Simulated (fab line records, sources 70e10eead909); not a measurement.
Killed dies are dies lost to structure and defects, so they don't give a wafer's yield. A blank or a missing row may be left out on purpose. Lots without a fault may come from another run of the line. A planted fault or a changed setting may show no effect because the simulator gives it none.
A struck lot beside a sound one | flow nand_harc | 14 steps out of a route of 1302
Sound: wafers L115.2, L115.3, L115.4. Struck: wafer L124.5. (L124.2, L124.6 of the same lot were not struck and are left out.) The cause comes at the end.
At each step with rows: each side's tool, then ch and its chambers, then its first start. Under that, the readings that differ: sound wafers | struck wafers | difference of the means | sigmas: that difference in standard deviations of wafers without a fault.
alike: readings whose means differ by less than 2 such deviations, and words and numbers that are the same on both sides. not compared: withheld readings, readings that some wafer has no value for, bounds like >300 that may hide the same value, and numbers for which the record gives no deviation and whose values overlap.
The two part at a step that has a row with sigmas, a row that says differs or no value, or rows on one side only. Numbers that don't overlap but have no deviation are shown without sigmas and don't part them. A reading that every wafer of one side lacks parts them only if that side has two wafers or more.

first, 10 steps without rows for these wafers: NHARC_A_STAIRCASE_SRD_241; NHARC_A_STAIRCASE_DEHYDRATE_242 (time 120 s); NHARC_A_STAIRCASE_HMDS_243 (time 30 s); NHARC_A_STAIRCASE_COAT_244; NHARC_A_STAIRCASE_SOFTBAKE_245 (time 170 s); NHARC_A_STAIRCASE_EBR_246; NHARC_A_STAIRCASE_EXPOSE_247 (exposes mask SDS 1); NHARC_A_STAIRCASE_PEB_248 (peb time 130 s); NHARC_A_STAIRCASE_DEVELOP_249 (time 140 s); NHARC_A_STAIRCASE_HARDBAKE_251 (time 140 s).
NHARC_A_STAIRCASE_DESCUM_252: chemistry O2, time 3 s.
  sound on rie_diel-10 ch 0,1,3, day 17 17:29; struck on rie_diel-10 ch 1, day 21 20:59
  reading      | sound          | struck | difference | sigmas
  rf_vpp_V (V) | 57.9 57.5 58.8 | 55.9   | -2.2       | -2
  alike: drypump_motor_current_A, oes_product_au, showerhead_plenum_p_Torr, throttle_valve_pct
  not compared: rf_hours_counter_h
NHARC_A_STAIRCASE_ETCH_253: etches the open film in C4F8/O2, target depth 50 nm, time 20.2 s.
  sound on rie_diel-10 ch 1,2,3, day 17 17:34; struck on rie_diel-10 ch 1, day 21 21:05
  reading               | sound             | struck | difference | sigmas
  oes_product_au (a.u.) | 0.929 0.930 0.937 | 1.299  | +0.367     | +18
  alike: rf_vpp_V
  not compared: rf_hours_counter_h
NHARC_A_STAIRCASE_STRIP_254: strips in O2.
  sound on plasma_asher-01 ch 0,1, day 17 17:42; struck on plasma_asher-01 ch 1, day 21 21:10
  alike: drypump_motor_current_A, heater_power_w, rf_refl_power_W, temp_c
  not compared: rf_hours_counter_h
-- the record jumps here: 9 days lie between the struck wafers' starts before and after (it left off in module A_STAIRCASE and takes up again in module END, whose first step shown is number 1302 of the route) --
NHARC_END_SORT_01:
  the record has rows for the struck wafers here (prober-01 ch 0, day 31 03:40) and none for the sound ones

WHERE THEY PART
First at NHARC_A_STAIRCASE_DESCUM_252; last, within this record, at NHARC_END_SORT_01.

WHY: what the simulator had put in
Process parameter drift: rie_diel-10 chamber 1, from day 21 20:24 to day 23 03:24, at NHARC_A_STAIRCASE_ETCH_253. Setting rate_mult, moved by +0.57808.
